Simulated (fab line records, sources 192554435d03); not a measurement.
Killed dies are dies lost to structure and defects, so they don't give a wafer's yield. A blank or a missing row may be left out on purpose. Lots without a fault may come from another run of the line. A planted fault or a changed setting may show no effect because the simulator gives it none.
fab line records | flow n5_finfet | part 2 of 2: steps 5 to 6 of 6
record lots=20 wafers=60 last_day=18
route steps=1938 shown BEOL_M1@753
lots that met no fault: from a run of the same line without faults
start_h: hours from the record's first day to the start of the lot's first wafer shown | wait_h: hours since the lot's step before | " the same as in the row above | L1.1+2: a row that stands for several wafers | - no value, or no start given | * or withheld: withheld | < > ~ a bound
route shown NAME@n: a module of which the file shows steps, and the number in the route of the first | usual: mean/standard deviation of fault-free wafers | same: alike in all rows | chamber/n: place in a boat | sites: the reading at each site | _std_site: their standard deviation | _edge_site: outer sites' mean less inner sites' | radius_mm: how far each site lies from the wafer's centre | mask NAME#n: copy n | behind: the tool/chamber that last shaped the wafer | hold: why the lot was held/for how many hours/how that ended | device: the transistor (n, p or np) that didn't switch | end of line: the same wafers' tests at the end of the route | a step without rows: its recipe alone | killed: dies lost to structure and defects at the first sort, not the wafer's yield | map: a wafer's dies, x killed, . not, _ none there
set.NAME: the setting as run; set.NAME@STEP: as run at that earlier step | model.NAME: the simulator's own value behind a step, which no gauge read
steps of the route over a sample of lots; a table a step, a row a wafer
services: from which hour (start_h, from the record's first day; less than 0 if before it) a tool's chamber was out of use, for how many hours, and why
## steps
# step N5_BEOL_M1_DESCUM_33
# recipe chemistry=O2 time_s=7 source_power_w=50 bias_power_w=20 pressure_mtorr=20 rf_frequency_hz=2.712e+07 temp_c=40 resist=CAR-EUV o2_flow_sccm=225
# usual chamber_pressure_mTorr=20.000/0.017 drypump_motor_current_A=6.0/0.46 oes_product_au=0.75/0.071 rf_fwd_power_W=49.37/0.22 rf_vpp_V=243.0/1.7 showerhead_plenum_p_Torr=2.07/0.087 throttle_valve_pct=20.5/0.35
# columns lot.wafer tool chamber start_h wait_h chamber_pressure_mTorr drypump_motor_current_A oes_product_au rf_fwd_power_W rf_hours_counter_h rf_vpp_V showerhead_plenum_p_Torr throttle_valve_pct
L074.3 rie_diel-03 1 129.38 0.0 20.031 6.8 0.69 49.22 186 241.8 2.00 20.8
L074.5 " 2 " " 20.014 6.2 0.70 49.35 - 243.0 2.13 20.3
L074.6 " 3 " " 19.986 5.8 0.80 49.35 - 242.8 2.00 19.9
L075.2 rie_diel-03 1 132.41 0.0 19.979 6.8 0.68 49.30 187 241.9 2.00 20.9
L075.5 " 2 " " 20.000 6.2 0.70 49.31 - 243.6 2.13 20.3
L075.6 " 1 " " 20.009 6.7 0.69 49.10 - 242.7 2.00 20.8
L076.1 rie_diel-01 1 133.69 0.0 20.003 5.5 0.70 49.70 237 243.6 2.12 20.6
L076.4 " 3 " " 20.010 5.5 0.80 49.16 - 244.0 2.10 20.7
L076.6 " 1 " " 19.974 5.5 0.70 49.46 - 243.3 2.12 20.6
L077.2 rie_diel-03 0 143.26 0.0 20.013 5.7 0.78 49.33 142 244.0 2.19 20.8
L077.3 " 1 " " 20.017 6.8 0.69 49.22 191 242.1 2.00 20.8
L077.4 " 1 " " 20.006 6.8 0.69 49.25 - 241.9 2.00 20.8
L079.1 rie_diel-06 0 151.44 0.0 20.021 6.5 0.76 49.06 176 241.2 2.00 20.2
L079.4 " 2 " " 19.991 5.6 0.71 49.27 236 243.3 2.05 20.9
L079.6 " 1 " " 20.040 6.5 0.91 49.57 - 243.9 2.20 20.1
L081.2 rie_diel-06 1 164.72 0.0 20.005 6.5 0.89 49.61 31 245.9 2.20 20.1
L081.4 " 0 " " 20.013 6.5 0.75 49.12 180 240.7 2.00 20.1
L081.6 " 3 " " 20.014 5.9 0.78 49.49 - 239.7 1.92 20.0
L082.2 rie_diel-06 1 175.24 0.0 20.017 6.5 0.87 49.42 33 245.2 2.20 20.2
L082.3 " 3 " " 19.990 5.9 0.77 49.72 124 240.4 1.92 20.0
L082.6 " 0 " " 20.000 6.5 0.74 48.92 - 242.3 2.00 20.2
L083.1 rie_diel-01 0 180.54 0.0 20.014 5.5 0.70 49.30 221 244.5 2.07 20.7
L083.3 " 2 " " 19.991 5.4 0.73 49.27 184 244.7 2.20 20.7
L083.6 " 3 " " 19.978 5.4 0.78 49.25 - 244.3 2.09 20.7
L084.1 rie_diel-01 0 180.65 0.0 19.996 5.5 0.70 49.47 221 243.0 2.07 20.7
L084.2 " 2 " " 19.990 5.4 0.72 49.38 184 245.3 2.20 20.7
L084.5 " 3 " " 20.013 5.4 0.77 49.10 - 243.1 2.09 20.7
L085.4 rie_diel-06 1 197.55 0.3 20.003 6.5 0.88 49.50 39 245.8 2.19 20.2
L085.5 " 3 " " 19.985 5.9 0.79 49.57 - 239.2 1.92 20.0
L085.6 " 0 " " 20.008 6.5 0.74 49.15 - 241.2 2.00 20.2
L086.2 rie_diel-03 3 199.01 0.1 19.989 5.9 0.78 49.24 117 240.9 1.99 19.9
L086.4 " 2 " " 20.003 6.2 0.71 49.29 207 244.0 2.12 20.3
L086.6 " 2 " " 19.989 6.2 0.69 49.39 - 243.8 2.12 20.3
L087.1 rie_diel-03 2 204.83 0.0 20.041 6.2 0.69 49.38 210 243.5 2.12 20.3
L087.2 " 1 " " 19.985 6.8 0.68 49.10 206 240.6 2.00 20.9
L087.3 " 3 " " 19.998 5.8 0.78 49.46 120 243.4 1.99 19.9
L088.1 rie_diel-06 1 205.10 0.0 19.965 6.5 0.86 49.62 40 243.9 2.19 20.2
L088.2 " 0 " " 19.995 6.5 0.74 49.24 191 242.3 1.99 20.2
L088.3 " 3 " " 20.010 5.9 0.77 49.76 133 240.4 1.92 20.0
L089.1 rie_diel-03 1 212.83 0.0 20.019 6.8 0.68 49.24 208 240.8 2.00 20.9
L089.3 " 2 " " 20.000 6.2 0.70 49.29 212 244.2 2.12 20.3
L089.4 " 0 " " 20.004 5.7 0.75 49.17 166 245.4 2.18 20.9
L090.2 rie_diel-01 0 218.63 0.0 19.985 5.5 0.69 49.43 236 243.7 2.07 20.8
L090.3 " 1 " " 19.985 5.5 0.94 49.81 10 242.7 2.11 20.3
L090.5 " 1 " " 19.990 5.5 0.94 49.79 - 245.8 2.11 20.2
L091.3 rie_diel-03 0 220.41 0.0 20.020 5.8 0.75 49.23 169 245.1 2.18 20.9
L091.4 " 3 " " 20.006 5.9 0.77 49.32 125 241.9 1.99 19.9
L091.6 " 3 " " 20.003 5.8 0.77 49.63 - 241.1 1.99 19.9
L092.2 rie_diel-06 0 240.19 0.0 19.986 6.5 0.73 49.17 202 241.7 1.99 20.2
L092.4 " 1 " " 19.980 6.5 0.86 49.88 52 246.2 2.19 20.2
L092.6 " 0 " " 20.008 6.5 0.73 49.11 - 242.1 1.99 20.2
L094.1 rie_diel-06 0 242.79 0.0 20.018 6.5 0.73 49.12 203 241.6 1.99 20.2
L094.2 " 1 " " 19.988 6.5 0.85 49.59 52 246.1 2.19 20.2
L094.3 " 3 " " 19.985 5.9 0.76 49.75 145 240.3 1.92 20.1
L095.3 rie_diel-03 0 258.21 0.2 19.989 5.7 0.75 49.47 180 243.8 2.17 20.9
L095.5 " 1 " " 19.995 6.8 0.68 49.08 - 241.5 1.99 20.9
L095.6 " 0 " " 19.998 5.8 0.74 49.60 - 244.7 2.17 20.9
L096.2 rie_diel-01 2 263.86 0.0 20.022 5.4 0.70 49.16 211 244.4 2.19 20.8
L096.3 " 1 " " 20.008 5.5 0.91 49.68 22 243.5 2.11 20.3
L096.5 " 0 " " 20.022 5.5 0.67 49.39 - 241.8 2.06 20.8
# step N5_BEOL_M1_CD_MEAS_35
# recipe target_cd_nm=18 target_cd_y_nm=21 polarity=opening
# usual cd_nm=18.1/0.46
# columns lot.wafer tool chamber start_h wait_h cd_nm
L074.3 cd_sem-02 - 131.61 0.0 18.1
L074.5 " - " " 18.1
L074.6 " - " " 17.7
L075.2 cd_sem-01 - 134.34 0.0 17.7
L075.5 " - " " 17.9
L075.6 " - " " 19.1
L076.1 cd_sem-03 - 134.52 0.0 17.9
L076.4 " - " " 17.8
L076.6 " - " " 17.8
L077.2 cd_sem-02 - 146.27 0.0 18.5
L077.3 " - " " 17.9
L077.4 " - " " 19.0
L079.1 cd_sem-01 - 154.84 0.0 18.5
L079.4 " - " " 18.4
L079.6 " - " " 17.4
L081.2 cd_sem-02 - 167.96 0.0 18.2
L081.4 " - " " 17.7
L081.6 " - " " 18.2
L082.2 cd_sem-01 - 176.43 0.0 18.5
L082.3 " - " " 17.8
L082.6 " - " " 17.9
L083.1 cd_sem-02 - 182.14 0.0 18.8
L083.3 " - " " 18.1
L083.6 " - " " 17.8
L084.1 cd_sem-01 - 182.17 0.0 17.9
L084.2 " - " " 18.2
L084.5 " - " " 18.3
L085.4 cd_sem-01 - 199.67 0.0 17.9
L085.5 " - " " 18.1
L085.6 " - " " 17.9
L086.2 cd_sem-02 - 200.75 0.0 17.8
L086.4 " - " " 18.1
L086.6 " - " " 18.2
L087.1 cd_sem-03 - 206.78 0.0 17.8
L087.2 " - " " 17.4
L087.3 " - " " 18.0
L088.1 cd_sem-01 - 207.61 0.0 18.9
L088.2 " - " " 18.6
L088.3 " - " " 18.5
L089.1 cd_sem-02 - 216.40 0.0 18.2
L089.3 " - " " 18.6
L089.4 " - " " 18.5
L090.2 cd_sem-03 - 223.63 0.0 17.2
L090.3 " - " " 17.2
L090.5 " - " " 17.6
L091.3 cd_sem-01 - 223.97 0.0 17.0
L091.4 " - " " 18.5
L091.6 " - " " 18.0
L092.2 cd_sem-01 - 250.51 0.0 19.2
L092.4 " - " " 18.6
L092.6 " - " " 19.0
L094.1 cd_sem-01 - 263.10 0.0 17.8
L094.2 " - " " 17.7
L094.3 " - " " 17.9
L095.3 cd_sem-02 - 263.10 0.0 17.5
L095.5 " - " " 18.0
L095.6 " - " " 19.0
L096.2 cd_sem-01 - 266.14 0.0 18.1
L096.3 " - " " 17.4
L096.5 " - " " 18.2
## services
# columns tool chamber start_h hours kind
rie_diel-01 0 116.14 1.5 repair
rie_metal-03 - 119.07 4.3 pm
rie_diel-01 2 127.11 6.6 repair
pecvd-01 - 127.62 5.5 pm
rie_metal-03 1 138.77 2.9 repair
rie_diel-03 2 140.26 5.8 repair
pecvd-03 0 147.79 2.1 scheduled_down
rie_metal-03 0 149.76 17.6 repair
rie_diel-06 1 154.34 5.2 repair
pecvd-03 - 161.84 1.6 repair
rie_diel-01 1 176.55 - clean
rie_diel-01 1 176.55 - consumable_replace:focus_ring
rie_diel-01 1 176.55 15.4 scheduled_down
rie_diel-01 1 176.55 15.4 vent_cycle
rie_diel-06 2 198.77 - clean
rie_diel-06 2 198.77 - consumable_replace:focus_ring
rie_diel-06 2 198.77 24.8 scheduled_down
rie_diel-06 2 198.77 24.8 vent_cycle
rie_diel-06 - 199.41 3.9 repair
rie_diel-01 3 207.40 19.4 repair
rie_metal-03 - 211.12 0.2 repair
pecvd-01 - 238.21 2.8 pm
pecvd-02 - 240.84 1.9 repair
pecvd-01 - 243.67 0.6 repair
